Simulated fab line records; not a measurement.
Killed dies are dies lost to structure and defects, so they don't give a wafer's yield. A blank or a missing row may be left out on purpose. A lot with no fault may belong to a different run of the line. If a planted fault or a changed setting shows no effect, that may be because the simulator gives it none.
fab line records | flow n5-finfet
record: lots: 15 wafers: 40 last-day: 18
route steps=1938 shown BEOL_M0@717 BEOL_M4@1111
lots with no fault: from the same line, run without faults
start-h: the number of hours between the record's first day and the start of the first shown wafer of the lot | wait-h: how many hours have passed since the lot's step before this one | " identical to the entry in the row above | L1.1+2: a single row standing in for several wafers | - no value, or no start given | * or withheld: withheld | < > ~ a bound
route shown NAME@n: NAME is a module with steps in the file, n the number in the route of the first one | usual: mean and standard deviation over wafers with no fault | same: alike in all rows | chamber/n: place in a boat | sites: readings site by site | _std_site: how widely they spread, as a standard deviation | _edge_site: the outer-site mean with the inner-site mean subtracted | radius-mm: for every site, how far away it sits from the centre of the wafer | mask NAME#n: copy n | behind: the last tool/chamber to shape the wafer | hold: cause of the lot's hold/its duration in hours/its outcome | device: which transistor (n, p or np) failed to switch | end of line: the tests these same wafers got at the end of their route | a step with no rows: only its recipe | killed: count of dies lost to structure and defects at first sort (not the wafer's yield) | map: a wafer's dies, marking killed ones x, the rest . and places with no die _
set.NAME: the setting the step ran with; set.NAME@STEP: the setting that earlier step ran with | model.NAME: the simulator's own value behind a step, which no gauge read
the route's steps for a sample of lots (tables are steps, rows are wafers)
services: a tool's chamber out of use, with start hour (start-h, from the record's first day; less than 0 if before it), hours out, and reason
== steps ==
step: N5_BEOL_M0_STRIP_140
recipe: chemistry: CF4 resist: SiARC power-w: 300 bias-power-w: 75 pressure-mtorr: 50 cf4-flow-sccm: 150 rf-frequency-hz: 6e+07
usual: drypump-motor-current-A: 5.6/0.45 oes-product-au: 0.77/0.078 rf-vpp-V: 271.2/1.7 showerhead-plenum-p-Torr: 1.79/0.057 throttle-valve-pct: 13.60/0.25
columns lot.wafer tool chamber start-h wait-h drypump-motor-current-A oes-product-au rf-hours-counter-h rf-vpp-V showerhead-plenum-p-Torr throttle-valve-pct
L167.2 rie-diel-04 1 115.22 0.1 6.0 0.74 171 272.9 1.85 13.83
L167.3 " 2 " " 5.1 0.70 241 272.0 1.76 13.76
L167.4 " 3 " " 6.1 0.70 238 273.9 1.76 13.65
L168.1 rie-diel-02 1 125.79 0.1 6.4 0.68 236 269.6 1.77 13.51
L168.4 " 0 " " 5.1 0.72 198 266.9 1.71 14.03
L168.6 " 0 " " 5.1 0.71 - 270.0 1.71 14.03
L170.2 rie-diel-04 3 130.23 0.1 6.2 0.69 244 271.0 1.75 13.66
L170.4 " 1 " " 6.0 0.74 177 273.8 1.85 13.86
L170.5 " 2 " " 5.1 0.70 - 271.6 1.76 13.78
L169.2 rie-diel-02 3 131.20 0.1 5.3 0.93 11 272.9 1.89 13.17
L169.3 " 2 " " 5.2 0.85 41 271.8 1.74 13.32
L169.5 " 1 " " 6.4 0.70 - 269.5 1.77 13.52
L171.2 rie-diel-03 0 138.00 0.1 6.1 0.89 20 269.3 1.76 13.61
L171.5 " 3 " " 5.1 0.76 - 270.9 1.89 13.67
L171.6 " 0 " " 6.1 0.89 - 269.6 1.76 13.62
L172.2 rie-diel-03 1 145.90 0.1 5.3 0.83 59 269.3 1.76 13.30
L172.4 " 3 " " 5.2 0.75 132 275.0 1.89 13.69
L172.6 " 2 " " 5.9 0.70 - 271.7 1.77 13.65
L173.5 rie-diel-04 3 155.98 0.2 6.2 0.68 - 272.8 1.75 13.69
L173.6 " 1 " " 6.0 0.73 - 272.2 1.85 13.88
L175.2 rie-diel-03 1 161.60 0.1 5.3 0.83 65 270.1 1.76 13.30
L175.3 " 3 " " 5.2 0.75 139 273.0 1.88 13.70
L178.4 rie-diel-03 3 182.65 0.2 5.2 0.74 - 273.7 1.88 13.74
L178.6 " 1 " " 5.3 0.81 - 266.5 1.75 13.32
L179.1 rie-diel-02 1 191.06 0.1 6.4 0.96 2 271.7 1.77 13.00
L179.2 " 0 " " 5.1 0.71 222 268.4 1.71 14.11
L179.4 " 2 " " 5.1 0.82 64 268.4 1.74 13.38
L182.1 rie-diel-03 0 207.53 0.1 6.1 0.87 33 271.5 1.75 13.67
L182.2 " 2 " " 5.9 0.69 234 270.5 1.76 13.70
L182.3 " 3 " " 5.1 0.73 159 271.2 1.88 13.77
L184.1 rie-diel-03 0 219.32 0.1 6.1 0.86 40 269.0 1.75 13.68
L184.2 " 1 " " 5.3 0.81 88 268.3 1.75 13.33
L184.6 " 3 " " 5.1 0.73 - 274.0 1.88 13.76
L186.1 rie-diel-04 0 225.37 0.4 4.9 0.92 6 271.5 1.76 13.37
L186.5 " 3 " " 6.1 0.89 - 270.6 1.75 13.15
L186.6 " 2 " " 5.1 0.88 - 271.2 1.75 13.27
L188.2 rie-diel-04 2 246.34 0.2 5.1 0.86 36 268.8 1.75 13.29
L188.6 " 2 " " 5.1 0.86 - 268.5 1.75 13.29
L190.1 rie-diel-04 3 255.29 0.3 6.2 0.86 30 267.6 1.74 13.16
L190.4 " 3 " " 6.2 0.86 - 270.9 1.74 13.18
step: N5_BEOL_M0_CVD_115
recipe: material: Co target-thk-a: * temp-c: withheld precursor: CCTBA/H2 pressure-torr: 30 time-s: 120
usual: run-length-s: 143.1/0.45
columns lot.wafer tool chamber start-h wait-h run-length-s
L167.2 cvd-co-02 2 116.83 0.0 143.0
L167.3 " 1 " " 142.7
L167.4 " 1 " " 142.6
L168.1 cvd-co-01 0 127.42 0.2 142.9
L168.4 " 0 " " 142.3
L168.6 " 2 " " 143.2
L170.2 cvd-co-02 2 131.80 0.1 143.0
L170.4 " 0 " " 143.7
L170.5 " 1 " " 143.4
L169.2 cvd-co-02 1 132.63 0.3 143.7
L169.3 " 2 " " 143.4
L169.5 " 2 " " 143.2
L171.2 cvd-co-02 1 140.21 0.0 143.1
L171.5 " 0 " " 143.5
L171.6 " 1 " " 142.7
L172.2 cvd-co-01 1 149.06 0.3 142.7
L172.4 " 0 " " 142.1
L172.6 " 2 " " 143.2
L173.5 cvd-co-01 0 158.16 0.1 142.6
L173.6 " 1 " " 142.7
L175.2 cvd-co-01 0 163.57 0.3 142.8
L175.3 " 2 " " 143.3
L178.4 cvd-co-02 2 184.32 0.1 143.4
L178.6 " 1 " " 143.0
L179.1 cvd-co-01 2 192.38 0.2 143.2
L179.2 " 1 " " 143.4
L179.4 " 0 " " 142.3
L182.1 cvd-co-02 1 208.93 0.1 142.6
L182.2 " 2 " " 143.0
L182.3 " 0 " " 143.9
L184.1 cvd-co-02 0 221.28 0.0 105.1
L184.2 " 1 " " 142.8
L184.6 " 0 " " 104.9
L186.1 cvd-co-02 0 226.99 0.2 105.3
L186.5 " 1 " " 143.2
L186.6 " 2 " " 105.3
L188.2 cvd-co-02 2 249.72 0.3 143.1
L188.6 " 0 " " 105.4
L190.1 cvd-co-01 0 257.68 0.1 142.0
L190.4 " 1 " " 142.8
step: N5_BEOL_M0_SPUTTER_132
recipe: material: Cu target-thk-a: 40 temp-c: -20 chamber-pressure-pa: 0.07 power-w: withheld time-s: 7.37
usual: throttle-valve-pct: 30.3/0.99
columns lot.wafer tool chamber start-h wait-h throttle-valve-pct
L167.2 pvd-sputter-02 - 117.13 0.0 32.4
L167.3 " - " " 30.4
L167.4 " - " " 30.6
L168.1 pvd-sputter-01 - 127.97 0.0 31.7
L168.4 " - " " 28.5
L168.6 " - " " 29.7
L170.2 pvd-sputter-02 - 132.02 0.0 29.8
L170.4 " - " " 30.4
L170.5 " - " " 29.8
L169.2 pvd-sputter-01 - 133.86 0.0 30.2
L169.3 " - " " 31.3
L169.5 " - " " 28.5
L171.2 pvd-sputter-01 - 140.46 0.0 29.9
L171.5 " - " " 28.6
L171.6 " - " " 29.7
L172.2 pvd-sputter-02 - 149.29 0.0 29.9
L172.4 " - " " 30.0
L172.6 " - " " 30.2
L173.5 pvd-sputter-01 - 158.65 0.0 30.1
L173.6 " - " " 31.0
L175.2 pvd-sputter-03 - 163.91 0.0 29.2
L175.3 " - " " 31.0
L178.4 pvd-sputter-02 - 185.50 0.0 29.9
L178.6 " - " " 30.2
L179.1 pvd-sputter-01 - 192.66 0.0 28.8
L179.2 " - " " 29.9
L179.4 " - " " 31.5
L182.1 pvd-sputter-03 - 209.43 0.0 30.9
L182.2 " - " " 30.8
L182.3 " - " " 29.3
L184.1 pvd-sputter-02 - 221.56 0.0 29.9
L184.2 " - " " 30.1
L184.6 " - " " 30.3
L186.1 pvd-sputter-01 - 227.53 0.0 31.6
L186.5 " - " " 29.9
L186.6 " - " " 28.4
L188.2 pvd-sputter-02 - 251.43 0.0 29.9
L188.6 " - " " 29.8
L190.1 pvd-sputter-01 - 257.93 0.0 31.7
L190.4 " - " " 29.8
step: N5_BEOL_M0_ANNEAL_119
recipe: temp-c: 225 time-s: 90 ambient: N2
usual: wafer_temp_C_max: 225.74/0.22
columns lot.wafer tool chamber start-h wait-h wafer_temp_C_max
L167.2 rtp-anneal-01 0 117.65 0.1 225.45
L167.3 " 0 " " 225.69
L167.4 " 0 " " 225.33
L168.1 rtp-anneal-02 0 128.40 0.1 225.71
L168.4 " 0 " " 225.82
L168.6 " 0 " " 225.71
L170.2 rtp-anneal-02 0 132.50 0.1 225.86
L170.4 " 0 " " 225.68
L170.5 " 0 " " 225.40
L169.2 rtp-anneal-02 0 134.42 0.2 225.87
L169.3 " 0 " " 225.97
L169.5 " 0 " " 225.78
L171.2 rtp-anneal-02 0 140.97 0.1 225.97
L171.5 " 0 " " 226.45
L171.6 " 0 " " 225.69
L172.2 rtp-anneal-01 0 149.77 0.1 225.45
L172.4 " 0 " " 225.51
L172.6 " 0 " " 225.64
L173.5 rtp-anneal-01 0 159.23 0.2 225.77
L173.6 " 0 " " 225.71
L175.2 rtp-anneal-01 0 164.39 0.1 225.43
L175.3 " 0 " " 225.47
L178.4 rtp-anneal-01 0 186.07 0.2 225.63
L178.6 " 0 " " 225.45
L179.1 rtp-anneal-01 0 193.09 0.1 226.07
L179.2 " 0 " " 225.62
L179.4 " 0 " " 225.74
L182.1 rtp-anneal-01 0 209.87 0.1 225.48
L182.2 " 0 " " 225.95
L182.3 " 0 " " 226.16
L184.1 rtp-anneal-01 0 222.00 0.1 225.62
L184.2 " 0 " " 225.60
L184.6 " 0 " " 225.60
L186.1 rtp-anneal-02 0 228.37 0.4 225.59
L186.5 " 0 " " 225.37
L186.6 " 0 " " 225.71
L188.2 rtp-anneal-01 0 251.91 0.1 225.65
L188.6 " 0 " " 225.53
L190.1 rtp-anneal-02 0 258.57 0.3 225.67
L190.4 " 0 " " 226.26
step: N5_BEOL_M4_RC_MEAS_101
usual: DIBL_N: 35.8/1.5 DIBL_P: 35.9/1.8 IOFF_N: 0.152/0.025 IOFF_P: 0.21/0.031 ION_N: 672/11 ION_P: 462/7.4 SS_N: 71.5/0.52 SS_P: 73.2/0.54 VT_N: 250/3 VT_P: -250/3.3
columns lot.wafer tool chamber start-h wait-h DIBL_N[mV/V] DIBL_P[mV/V] IOFF_N[nA/um] IOFF_P[nA/um] ION_N[uA/um] ION_P[uA/um] SS_N[mV/dec] SS_P[mV/dec] VT_N[mV] VT_P[mV]
L168.1 prober-01 0 166.18 0.0 35.7 36.5 0.146 0.19 670 454 72.9 72.9 251 -253
L168.4 " 0 " " 38.0 38.4 0.192 0.21 672 457 73.0 73.7 250 -249
L168.6 " 0 " " 37.1 37.1 0.176 0.20 682 455 72.7 73.0 251 -249
L167.2 prober-02 0 172.02 0.2 37.7 37.6 0.168 0.25 681 470 71.9 73.4 250 -247
L167.3 " 0 " " 35.8 35.2 0.146 0.20 669 463 71.5 73.2 250 -248
L167.4 " 0 " " 35.6 36.1 0.145 0.22 672 472 71.4 72.5 251 -248
L170.2 prober-01 0 178.69 0.2 34.4 31.2 0.096 0.13 655 449 70.5 72.3 261 -260
L170.4 " 0 " " 37.0 34.5 0.137 0.18 672 458 71.1 73.2 253 -254
L170.5 " 0 " " 36.8 34.3 0.137 0.18 669 458 71.2 73.1 251 -255
L169.2 prober-02 0 178.93 0.2 37.5 36.4 0.161 0.23 675 467 71.4 73.3 249 -247
L169.3 " 0 " " 38.5 38.3 0.195 0.27 690 474 72.0 73.9 244 -245
L169.5 " 0 " " 35.5 34.8 0.131 0.20 665 465 71.7 73.3 251 -248
L171.2 prober-01 0 199.76 0.2 33.9 34.8 0.122 0.16 670 457 70.9 72.9 250 -254
L171.5 " 0 " " 34.9 35.9 0.143 0.17 674 452 70.7 73.0 251 -252
L171.6 " 0 " " 34.1 35.4 0.125 0.16 665 459 71.5 72.6 251 -256
L172.2 prober-02 0 202.37 0.2 36.1 34.1 0.143 0.20 678 465 71.3 73.3 251 -249
L172.4 " 0 " " 36.7 34.2 0.153 0.20 659 449 71.6 73.1 249 -247
L172.6 " 0 " " 36.1 35.3 0.155 0.22 664 461 70.4 73.9 248 -247
L175.2 prober-02 0 215.76 0.2 34.6 34.5 0.115 0.15 652 449 71.6 72.3 256 -255
L175.3 " 0 " " 36.3 36.1 0.146 0.18 669 463 71.1 72.7 252 -253
L173.5 prober-02 0 219.01 0.6 36.8 38.6 0.155 0.19 678 459 71.0 73.4 252 -252
L173.6 " 0 " " 37.5 38.5 0.170 0.20 676 463 70.9 73.9 251 -254
L179.1 prober-01 0 236.76 0.0 37.1 37.8 0.177 0.23 667 458 71.3 74.7 248 -248
L179.2 " 0 " " 34.2 34.8 0.128 0.18 677 467 71.8 73.7 252 -250
L179.4 " 0 " " 35.5 36.5 0.145 0.20 672 459 71.3 74.1 251 -253
L178.4 prober-02 0 240.38 0.5 36.5 35.2 0.167 0.21 681 466 72.1 72.9 251 -246
L178.6 " 0 " " 35.9 34.6 0.151 0.20 670 462 70.9 73.4 250 -248
L182.1 prober-02 0 261.63 0.0 35.2 36.2 0.142 0.20 675 461 71.5 73.4 250 -252
L182.2 " 0 " " 38.9 40.1 0.205 0.27 687 475 72.3 74.0 245 -247
L182.3 " 0 " " 35.4 35.7 0.134 0.20 658 456 71.5 72.7 250 -251
L184.1 prober-01 0 284.90 0.0 34.6 35.8 0.160 0.20 672 456 71.6 73.2 247 -250
L184.2 " 0 " " 36.3 37.8 0.185 0.24 692 470 71.3 73.8 245 -250
L184.6 " 0 " " 35.0 36.7 0.175 0.22 701 472 71.0 73.5 246 -250
L186.1 prober-02 0 285.84 0.0 36.3 38.6 0.179 0.24 677 463 71.6 73.8 247 -249
L186.5 " 0 " " 36.0 39.4 0.177 0.26 689 477 71.5 73.7 248 -248
L186.6 " 0 " " 35.3 37.1 0.159 0.22 683 462 71.4 73.4 251 -249
L188.2 prober-02 0 300.52 0.2 33.7 34.6 0.135 0.20 662 465 71.3 72.6 251 -249
L188.6 " 0 " " 34.5 34.7 0.145 0.20 653 455 71.4 73.2 254 -252
L190.1 prober-02 0 321.00 0.0 35.6 35.7 0.151 0.21 666 465 71.9 73.4 251 -251
L190.4 " 0 " " 35.0 34.9 0.137 0.19 675 472 71.3 72.8 256 -253
== services ==
columns tool chamber start-h hours kind
pvd-sputter-02 - 92.63 0.5 repair
cvd-co-01 - 92.85 2.8 repair
cvd-co-01 - 95.66 2.8 pm
cvd-co-02 - 96.27 1.0 repair
pvd-sputter-01 - 98.12 1.5 repair
cvd-co-01 1 114.74 - clean
cvd-co-01 1 114.74 22.0 scheduled-down
cvd-co-01 1 114.74 22.0 vent-cycle
cvd-co-02 - 125.00 0.2 repair
rie-diel-03 1 129.58 13.2 repair
rie-diel-04 2 139.87 - clean
rie-diel-04 2 139.87 - consumable-replace:focus-ring
rie-diel-04 2 139.87 23.9 scheduled-down
rie-diel-04 2 139.87 23.9 vent-cycle
rie-diel-04 3 163.89 - clean
rie-diel-04 3 163.89 - consumable-replace:focus-ring
rie-diel-04 3 163.89 13.6 scheduled-down
cvd-co-01 - 174.11 0.4 repair
cvd-co-02 0 201.54 3.7 repair
rie-diel-03 1 204.96 8.0 repair
rie-diel-03 0 222.41 3.9 repair
rie-diel-04 0 244.97 22.3 repair
rie-diel-03 2 251.38 - clean
rie-diel-03 2 251.38 - consumable-replace:focus-ring
== key ==
first-sign: step: N5_BEOL_M0_CVD_115 reading: run-length-s direction: down sigmas: 84 usual: * struck: *
effect none on later readings
met-at N5_BEOL_M0_CVD_115
struck-lots L184,L186,L188
struck-wafers L184.1,L184.6,L186.1,L186.6,L188.6
sort-left-out L184.1,L184.6,L186.1,L186.6,L188.6
not-acting-at N5_BEOL_M0_STRIP_140,N5_BEOL_M0_SPUTTER_132,N5_BEOL_M0_ANNEAL_119
onset-between 208.93 221.28
fault: kind: process-parameter-drift tool: cvd-co-02 chamber: - onset-h: 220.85 steps: N5_BEOL_M0_CVD_115 channel: time-s offset: * shape: step end-h: 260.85 scope: struck-wafers-only acts-in: * stated: *
sort-left-out: the simulated sort isn't trusted on such a fault, so these wafers' sort isn't shown, and their yield isn't known
